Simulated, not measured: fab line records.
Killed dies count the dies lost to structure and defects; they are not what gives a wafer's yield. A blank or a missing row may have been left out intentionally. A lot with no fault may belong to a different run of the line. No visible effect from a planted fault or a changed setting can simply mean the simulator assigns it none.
Chamber matching / flow n5Finfet / 4 sister chambers for N5_BEOL_M0_SAQP_STRIP_108 on rieDiel-03
The step strips in N2/H2. 4 wafers are shown with their chamber, then 11 later ones without.

## WAFERS, EACH WITH ITS CHAMBER
wafer=L081.1; chamber=3; showerheadPlenumPTorr (Torr)=3.24
wafer=L091.4; chamber=1; showerheadPlenumPTorr (Torr)=3.38
wafer=L091.5; chamber=2; showerheadPlenumPTorr (Torr)=3.20
wafer=L092.1; chamber=0; showerheadPlenumPTorr (Torr)=3.27

## WAFERS MISSING THEIR CHAMBER
wafer=L092.3; showerheadPlenumPTorr (Torr)=3.38
wafer=L092.4; showerheadPlenumPTorr (Torr)=3.27
wafer=L093.1; showerheadPlenumPTorr (Torr)=3.22
wafer=L093.2; showerheadPlenumPTorr (Torr)=3.19
wafer=L093.5; showerheadPlenumPTorr (Torr)=3.27
wafer=L096.3; showerheadPlenumPTorr (Torr)=3.22
wafer=L096.5; showerheadPlenumPTorr (Torr)=3.19
wafer=L096.6; showerheadPlenumPTorr (Torr)=3.37
wafer=L097.2; showerheadPlenumPTorr (Torr)=3.27
wafer=L097.3; showerheadPlenumPTorr (Torr)=3.19
wafer=L097.5; showerheadPlenumPTorr (Torr)=3.19

## THE CHAMBER EACH PASSED THROUGH
wafer=L092.3; from the rows above=1; in truth=1
wafer=L092.4; from the rows above=0; in truth=0
wafer=L093.1; from the rows above=can't be placed: 2 or 3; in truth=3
wafer=L093.2; from the rows above=2; in truth=2
wafer=L093.5; from the rows above=0; in truth=0
wafer=L096.3; from the rows above=can't be placed: 2 or 3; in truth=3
wafer=L096.5; from the rows above=2; in truth=2
wafer=L096.6; from the rows above=1; in truth=1
wafer=L097.2; from the rows above=0; in truth=0
wafer=L097.3; from the rows above=2; in truth=2
wafer=L097.5; from the rows above=2; in truth=2
Placed correctly: 9 of 11. Can't be placed from these rows: 2 (the true chamber is among the candidates in 2). 0 placed wrongly.
How it was worked out, from the rows above alone: a wafer's distance from a chamber is the root of the sum, over the readings, of the square of ((its reading less the chamber's mean) divided by the reading's scatter). The wafer belongs to the nearest chamber; if the next one is less than 2 further off, it can't be placed. For every chamber, the mean is computed from those of its wafers that are shown. The scatter (one wafer shown for each chamber): square how far every hidden wafer sits from the nearest shown wafer, average those squares and take the square root.
